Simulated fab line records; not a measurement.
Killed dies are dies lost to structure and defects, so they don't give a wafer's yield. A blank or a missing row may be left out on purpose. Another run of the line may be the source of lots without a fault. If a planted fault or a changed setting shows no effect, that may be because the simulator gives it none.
Struck lot and sound lot, side by side ; flow n5_finfet ; 16 steps out of a route of 1938
Sound: wafers L807.1, L807.3, L807.5. Struck: wafer L814.2 (left out: L814.1, a lot-mate that was not struck); the cause follows at the end.
Order at every step that has rows: each side's tool, ch and its chambers, its first start. Under that, the readings that differ: sound wafers ; struck wafers ; difference of the means ; sigmas: that difference in standard deviations of wafers without a fault.
alike: same words and numbers on both sides, and readings whose means sit less than 2 such deviations apart. not compared: any withheld reading, any reading some wafer has no value for, any bound like >300 that may hide the same value, and any number with overlapping values for which the record gives no deviation.
A row with sigmas, a row that says differs or no value, or rows on one side alone: a step with any of these is where the two part. Numbers that have no deviation but don't overlap get no sigmas and don't part them. A reading that every wafer of one side lacks parts them only if that side has two wafers or more.

first, 5 steps without rows for these wafers: N5_BEOL_M0_CUTY_EBR_52; N5_BEOL_M0_CUTY_SOFTBAKE_53 (time 60 s); N5_BEOL_M0_CUTY_EXPOSE_54 (exposes mask M0 ABLK); N5_BEOL_M0_CUTY_PEB_55 (peb time 60 s); N5_BEOL_M0_CUTY_DEVELOP_56 (develop time 30 s).
N5_BEOL_M0_CUTY_CD_MEAS_57 targets a cd of 200 nm.
  sound on cd_sem-02 ch 0, day 6 05:11; struck on cd_sem-01 ch 0, day 7 20:44
  alike: cd_nm
N5_BEOL_M0_CUTY_OVL_MEAS_58:
  sound on overlay-01 ch 0, day 6 05:13; struck on overlay-01 ch 0, day 7 20:46
  alike: M0_ABLK_OVL
N5_BEOL_M0_CUTY_INSPECT_59: inspects for defects (macro).
  sound on defect_inspect-01, day 6 05:14; struck on defect_inspect-02, day 7 20:47
  alike: raw_defect_count
N5_BEOL_M0_CUTY_DESCUM_61: chemistry O2, time 7.9 s.
  sound on rie_diel-04 ch 0,1,2, day 6 05:16; struck on rie_diel-04 ch 3, day 7 20:50
  alike: chamber_pressure_mTorr, drypump_motor_current_A, oes_product_au, rf_vpp_V, showerhead_plenum_p_Torr, throttle_valve_pct
  not compared: rf_hours_counter_h
N5_BEOL_M0_CUTY_ETCH_62: etches SiARC in CF4, time 58.5 s.
  sound on rie_diel-04 ch 0,1,2, day 6 05:19; struck on rie_diel-04 ch 3, day 7 20:52
  alike: chamber_pressure_mTorr, drypump_motor_current_A, etch_rf_on_time_s, oes_product_au, rf_vpp_V, showerhead_plenum_p_Torr, throttle_valve_pct
  not compared: rf_hours_counter_h
N5_BEOL_M0_CUTY_ETCH_63: etches SOC in N2/H2, target depth 82.7 nm, overetch 16.5 nm, time 124 s.
  sound on rie_diel-04 ch 0,1,2, day 6 05:21; struck on rie_diel-04 ch 3, day 7 20:55
reading;sound;struck;difference;sigmas
chamber_pressure_mTorr (mTorr);29.973 30.018 30.065;29.954;-0.065;-2
  alike: drypump_motor_current_A, oes_product_au, rf_vpp_V, showerhead_plenum_p_Torr, throttle_valve_pct
  not compared: rf_hours_counter_h
then, 1 step without rows for these wafers: N5_BEOL_M0_CUTY_STRIP_64 (strips in N2/H2).
N5_BEOL_M0_ETCH_138: etches SiCN in CH3F/O2, target depth 12 nm, time 31.6 s.
  sound on rie_diel-04 ch 0,1,2, day 6 05:29; struck on rie_diel-04 ch 3, day 7 21:02
reading;sound;struck;difference;sigmas
etch_rf_on_time_s (s);28.3 29.7 29.0;21.5;-7.5;-6
oes_product_au (a.u.);0.59 0.60 0.67;0.79;+0.17;+2
  alike: CH3F_flow_sccm, chamber_pressure_mTorr, drypump_motor_current_A, rf_vpp_V, showerhead_plenum_p_Torr, throttle_valve_pct
  not compared: rf_hours_counter_h
N5_BEOL_M0_HM_OPEN_105: chemistry Cl2/BCl3, target TiN, target depth 12 nm.
  sound on rie_metal-02 ch 0, day 6 11:10; struck on rie_metal-01 ch 0, day 7 21:46
reading;sound;struck;difference;sigmas
drypump_motor_current_A (A);6.4 6.4 6.4;5.2;-1.2;-2
  alike: bcl3_flow_sccm, chamber_pressure_mTorr, oes_ar_750_au, oes_product_au, throttle_valve_pct
  not compared: rf_hours_counter_h
-- the record jumps here: 3 days lie between the struck wafers' starts before and after (it left off in module BEOL_M0 and takes up again in module BEOL_M4, whose first step shown is number 1111 of the route) --
N5_BEOL_M4_RC_MEAS_101:
  sound on prober-02 ch 0, day 9 01:35; struck on prober-02 ch 0, day 11 08:55
reading;sound;struck;difference;sigmas
ION_P (uA/um);485 465 477;455;-21;-2
  alike: DIBL_N, DIBL_P, IOFF_N, IOFF_P, ION_N, SS_N, SS_P, VT_N, VT_P
-- here the record skips 5 days between the struck wafers' starts before and after, leaving off in module BEOL_M4 and picking up in module PASSIVATION (first step shown: number 1936 of the route) --
N5_PASSIVATION_PROBE_49:
  sound on prober-02, day 14 05:35; struck on prober-01, day 16 00:38
  alike: defect_limited_yield, killed_at_M0_to_M3, killed_at_M4_up, killed_at_contacts, killed_at_front_end, killed_at_other, killed_dies, killed_open, killed_short, sort_bin_4_leakage, sort_bin_5_function, sort_bin_6_memory, sort_bin_8_speed, sort_n_pass

== WHERE THEY PART ==
First at N5_BEOL_M0_CUTY_ETCH_63; last, within this record, at N5_BEOL_M4_RC_MEAS_101. Later steps at which nothing parts them and some readings are alike: N5_PASSIVATION_PROBE_49.

WHY: what had been put in by the simulator
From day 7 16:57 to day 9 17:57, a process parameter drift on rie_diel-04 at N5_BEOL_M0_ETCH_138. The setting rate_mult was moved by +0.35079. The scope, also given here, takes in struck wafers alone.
